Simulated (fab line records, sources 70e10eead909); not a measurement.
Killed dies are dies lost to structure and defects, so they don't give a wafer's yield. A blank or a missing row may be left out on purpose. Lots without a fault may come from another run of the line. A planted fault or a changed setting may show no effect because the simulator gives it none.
Which tool did it? | flow nand_harc | 24 lots, 72 wafers sampled, at 4 steps of a route of 1159

WHAT THE GAUGES READ, wafer by wafer
NHARC_A_BLC_OVL_MEAS_11.
lot  | measured     | on         | overlay_x_nm (nm) | overlay_y_nm (nm)
L074 | day 17 08:26 | overlay-02 | 0.1 0.3 -0.7      | 0.1 0.0 0.1
L075 | day 17 17:51 | overlay-02 | 1.0 1.4 1.4       | 1.3 0.5 0.5
L077 | day 17 18:35 | overlay-01 | 0.7 0.8 1.3       | -0.5 -0.6 -0.8
L076 | day 17 22:00 | overlay-02 | -0.3 -0.7 -0.3    | 1.1 1.7 1.7
L079 | day 17 23:35 | overlay-01 | -1.5 -0.9 -0.9    | 0.0 0.5 0.8
L078 | day 18 03:52 | overlay-02 | 0.3 -0.1 0.4      | -0.6 -0.3 -0.8
L080 | day 18 09:31 | overlay-02 | 0.0 -0.4 -0.9     | -0.6 -0.4 -0.3
L082 | day 19 08:52 | overlay-01 | -0.7 -0.1 -0.3    | -0.3 -0.2 -0.1
L081 | day 19 09:05 | overlay-01 | 1.0 1.0 0.8       | 0.0 -0.3 -0.7
L083 | day 19 20:37 | overlay-01 | 0.3 -0.1 0.4      | -1.1 -0.7 -1.8
L084 | day 20 01:04 | overlay-02 | 0.1 0.1 0.1       | 0.8 1.4 1.1
L085 | day 20 01:49 | overlay-01 | -0.6 -0.3 -0.5    | -0.6 -0.7 -0.4
L087 | day 20 15:44 | overlay-02 | 1.1 0.8 1.3       | -0.6 -0.5 -0.1
L086 | day 20 16:58 | overlay-02 | 0.1 -0.7 -0.5     | 0.4 0.0 0.5
L089 | day 21 03:13 | overlay-01 | -2.1 -2.0 -1.5    | -1.7 -1.7 -1.5
L088 | day 21 03:59 | overlay-01 | -0.7 -1.1 -1.4    | 0.0 0.8 0.8
L091 | day 22 03:42 | overlay-01 | -0.5 -0.3 -0.2    | 0.3 0.2 0.3
L090 | day 22 04:27 | overlay-02 | -0.1 0.0 -0.1     | 0.0 0.3 -0.2
L092 | day 22 12:19 | overlay-02 | -0.5 -0.8 -0.7    | 0.6 0.8 0.4
L094 | day 22 17:59 | overlay-01 | -1.0 -1.3 -1.2    | 0.0 -0.1 0.2
L095 | day 22 19:50 | overlay-01 | 0.8 0.8 1.2       | 0.4 0.7 0.7
L096 | day 22 21:27 | overlay-02 | 0.1 -0.2 0.1      | -0.6 -0.1 -0.2
L093 | day 23 04:07 | overlay-01 | -0.5 -0.3 -0.4    | 0.4 -0.2 0.3
L097 | day 23 04:50 | overlay-01 | 0.1 -0.6 -0.1     | -1.0 -0.3 -0.6

WHICH TOOL RAN EACH LOT (tool, then ch and the chambers of the sampled wafers, then the start)
lot  | NHARC_A_CONTACT_DEP_84        | NHARC_A_CONTACT_ETCH_88            | NHARC_A_CONTACT_ETCH_136
L074 | acl_dep-03 ch 0, day 16 13:25 | rie_diel-05 ch 0,1,2, day 16 15:21 | har_cap_etch-02 ch 0,1, day 16 16:38
L075 | acl_dep-01 ch 0, day 17 09:55 | rie_diel-07 ch 0,1,3, day 17 12:11 | har_cap_etch-03 ch 0,1, day 17 13:34
L077 | acl_dep-03 ch 0, day 17 10:17 | rie_diel-11 ch 0,2,3, day 17 12:43 | har_cap_etch-02 ch 0,1, day 17 14:05
L076 | acl_dep-01 ch 0, day 17 14:23 | rie_diel-07 ch 0,2, day 17 16:34   | har_cap_etch-01 ch 0,1, day 17 17:53
L079 | acl_dep-01 ch 0, day 17 15:37 | rie_diel-11 ch 0,2,3, day 17 17:53 | har_cap_etch-02 ch 0,1, day 17 19:15
L078 | acl_dep-01 ch 0, day 17 19:01 | rie_diel-05 ch 0,2, day 17 21:53   | har_cap_etch-01 ch 0,1, day 17 23:37
L080 | acl_dep-01 ch 0, day 18 00:10 | rie_diel-05 ch 2,3, day 18 02:14   | har_cap_etch-02 ch 0,1, day 18 03:38
L082 | acl_dep-03 ch 0, day 19 00:40 | rie_diel-11 ch 1,2,3, day 19 02:58 | har_cap_etch-01 ch 0,1, day 19 04:38
L081 | acl_dep-01 ch 0, day 19 01:29 | rie_diel-05 ch 0,3, day 19 03:47   | har_cap_etch-03 ch 0,1, day 19 05:02
L083 | acl_dep-02 ch 0, day 19 10:51 | rie_diel-11 ch 0,1,3, day 19 12:43 | har_cap_etch-01 ch 0,1, day 19 14:01
L084 | acl_dep-03 ch 0, day 19 11:17 | rie_diel-05 ch 2,3, day 19 13:34   | har_cap_etch-03 ch 0,1, day 19 14:52
L085 | acl_dep-01 ch 0, day 19 16:45 | rie_diel-05 ch 0,2,3, day 19 18:40 | har_cap_etch-01 ch 0,1, day 19 19:54
L087 | acl_dep-01 ch 0, day 20 08:19 | rie_diel-11 ch 1,2,3, day 20 10:25 | har_cap_etch-02 ch 0,1, day 20 11:41
L086 | acl_dep-01 ch 0, day 20 09:46 | rie_diel-05 ch 0,2, day 20 11:36   | har_cap_etch-02 ch 0,1, day 20 12:55
L089 | acl_dep-01 ch 0, day 20 14:44 | rie_diel-07 ch 1,2, day 20 16:38   | har_cap_etch-01 ch 0,1, day 20 18:04
L088 | acl_dep-01 ch 0, day 20 15:47 | rie_diel-05 ch 0,1,2, day 20 17:43 | har_cap_etch-02 ch 0,1, day 20 18:58
L091 | acl_dep-02 ch 0, day 21 17:56 | rie_diel-05 ch 0,2,3, day 21 19:53 | har_cap_etch-01 ch 0,1, day 21 21:06
L090 | acl_dep-03 ch 0, day 21 18:26 | rie_diel-07 ch 0,2,3, day 21 20:34 | har_cap_etch-02 ch 0,1, day 21 21:49
L092 | acl_dep-02 ch 0, day 22 00:10 | rie_diel-05 ch 0,2, day 22 02:20   | har_cap_etch-02 ch 0,1, day 22 03:43
L094 | acl_dep-03 ch 0, day 22 08:58 | rie_diel-07 ch 0,2,3, day 22 11:13 | har_cap_etch-02 ch 0,1, day 22 12:28
L095 | acl_dep-02 ch 0, day 22 12:16 | rie_diel-05 ch 0,1,2, day 22 14:20 | har_cap_etch-02 ch 0,1, day 22 15:38
L096 | acl_dep-02 ch 0, day 22 13:19 | rie_diel-07 ch 1,2,3, day 22 15:27 | har_cap_etch-03 ch 0,1, day 22 16:46
L093 | acl_dep-01 ch 0, day 22 19:04 | rie_diel-11 ch 0,1, day 22 21:14   | har_cap_etch-02 ch 0,1, day 22 23:49
L097 | acl_dep-03 ch 0, day 22 20:15 | rie_diel-07 ch 0,2, day 22 22:26   | har_cap_etch-03 ch 0,1, day 23 00:08
- NHARC_A_CONTACT_DEP_84: deposits aC, target thk 2000 nm.
- NHARC_A_CONTACT_ETCH_88: etches the open film in CF4, target depth 39 nm, time 65 s.
- NHARC_A_CONTACT_ETCH_136: etches the open film in C4F8/O2/Ar, time 132 s, target depth 1287 nm.

WHAT THE TOOLS THEMSELVES READ (means of the sampled wafers that have a number; where no wafer has one, the mark that the record gives instead)
NHARC_A_CONTACT_DEP_84.
lot  | tool       | throttle_valve_pct (%)
L074 | acl_dep-03 | 34.996
L075 | acl_dep-01 | 34.993
L077 | acl_dep-03 | 35.007
L076 | acl_dep-01 | 35.003
L079 | acl_dep-01 | 34.993
L078 | acl_dep-01 | 34.997
L080 | acl_dep-01 | 34.994
L082 | acl_dep-03 | 35.003
L081 | acl_dep-01 | 35.002
L083 | acl_dep-02 | 34.993
L084 | acl_dep-03 | 34.996
L085 | acl_dep-01 | 35.005
L087 | acl_dep-01 | 34.997
L086 | acl_dep-01 | 34.997
L089 | acl_dep-01 | 34.999
L088 | acl_dep-01 | 35.001
L091 | acl_dep-02 | 35.000
L090 | acl_dep-03 | 35.000
L092 | acl_dep-02 | 35.001
L094 | acl_dep-03 | 35.001
L095 | acl_dep-02 | 35.004
L096 | acl_dep-02 | 35.005
L093 | acl_dep-01 | 34.998
L097 | acl_dep-03 | 35.009

NHARC_A_CONTACT_ETCH_88.
lot  | tool        | drypump_motor_current_A (A) | mfc_ar_sccm (sccm) | oes_product_au (a.u.) | rf_vpp_V (V) | showerhead_plenum_p_Torr (Torr) | throttle_valve_pct (%)
L074 | rie_diel-05 | 5.5                         | 0.005              | 0.993                 | 150.6        | 1.69                            | 13.288
L075 | rie_diel-07 | 5.7                         | 0.016              | 1.016                 | 151.2        | 1.78                            | 13.278
L077 | rie_diel-11 | 5.5                         | 0.003              | 1.002                 | 150.6        | 1.72                            | 13.278
L076 | rie_diel-07 | 5.8                         | 0.018              | 1.011                 | 149.8        | 1.67                            | 13.286
L079 | rie_diel-11 | 5.5                         | 0.003              | 1.008                 | 150.9        | 1.72                            | 13.280
L078 | rie_diel-05 | 5.6                         | 0.005              | 0.983                 | 149.3        | 1.69                            | 13.281
L080 | rie_diel-05 | 5.6                         | 0.000              | 0.993                 | 150.7        | 1.70                            | 13.289
L082 | rie_diel-11 | 5.2                         | 0.003              | 1.007                 | 150.0        | 1.67                            | 13.283
L081 | rie_diel-05 | 5.6                         | 0.011              | 1.005                 | 150.6        | 1.67                            | 13.287
L083 | rie_diel-11 | 5.5                         | 0.000              | 1.005                 | 150.1        | 1.71                            | 13.282
L084 | rie_diel-05 | 5.5                         | 0.000              | 1.005                 | 149.7        | 1.70                            | 13.280
L085 | rie_diel-05 | 5.6                         | 0.005              | 1.009                 | 150.6        | 1.69                            | 13.290
L087 | rie_diel-11 | 5.2                         | 0.003              | 1.003                 | 150.7        | 1.67                            | 13.280
L086 | rie_diel-05 | 5.6                         | 0.011              | 1.007                 | 149.7        | 1.67                            | 13.288
L089 | rie_diel-07 | 6.6                         | 0.007              | 0.990                 | 150.9        | 1.76                            | 13.280
L088 | rie_diel-05 | 5.5                         | 0.005              | 1.005                 | 150.4        | 1.69                            | 13.282
L091 | rie_diel-05 | 5.6                         | 0.005              | 1.008                 | 150.2        | 1.68                            | 13.282
L090 | rie_diel-07 | 5.8                         | 0.016              | 0.998                 | 152.1        | 1.83                            | 13.289
L092 | rie_diel-05 | 5.6                         | 0.011              | 1.009                 | 149.0        | 1.67                            | 13.295
L094 | rie_diel-07 | 5.8                         | 0.016              | 0.994                 | 151.9        | 1.83                            | 13.286
L095 | rie_diel-05 | 5.5                         | 0.005              | 1.009                 | 150.2        | 1.69                            | 13.286
L096 | rie_diel-07 | 6.2                         | 0.011              | 1.005                 | 151.0        | 1.80                            | 13.283
L093 | rie_diel-11 | 5.7                         | 0.000              | 1.003                 | 150.8        | 1.74                            | 13.279
L097 | rie_diel-07 | 6.2                         | 0.012              | 0.994                 | 151.8        | 1.78                            | 13.279

THE ANSWER, worked out from the rows above alone
Rule: what is usual is taken from the lots themselves. Put in order of their means at a reading, lots are off if they are a third of the lots or fewer, leave a main group of 4 or more, and stand apart from it by a gap of 3 or more times the standard deviation of the main group's means; of several such gaps the widest counts. A main group whose means are all the same, to the digits that the tables above print for the reading, isn't used. A lot without any number at a reading at which 4 lots or more have one is off too. The other lots that the step has rows for count as sound. The gauges are gone through in route order, then the tools' own readings, and for those a lot's mean is taken as printed above. The first step at which some lot is off is used, and at that step the reading that is off furthest; a lot without a number counts as furthest.
No lot is off at any reading shown: from this, nothing can be told.

WHAT THE SIMULATOR HAD PUT IN
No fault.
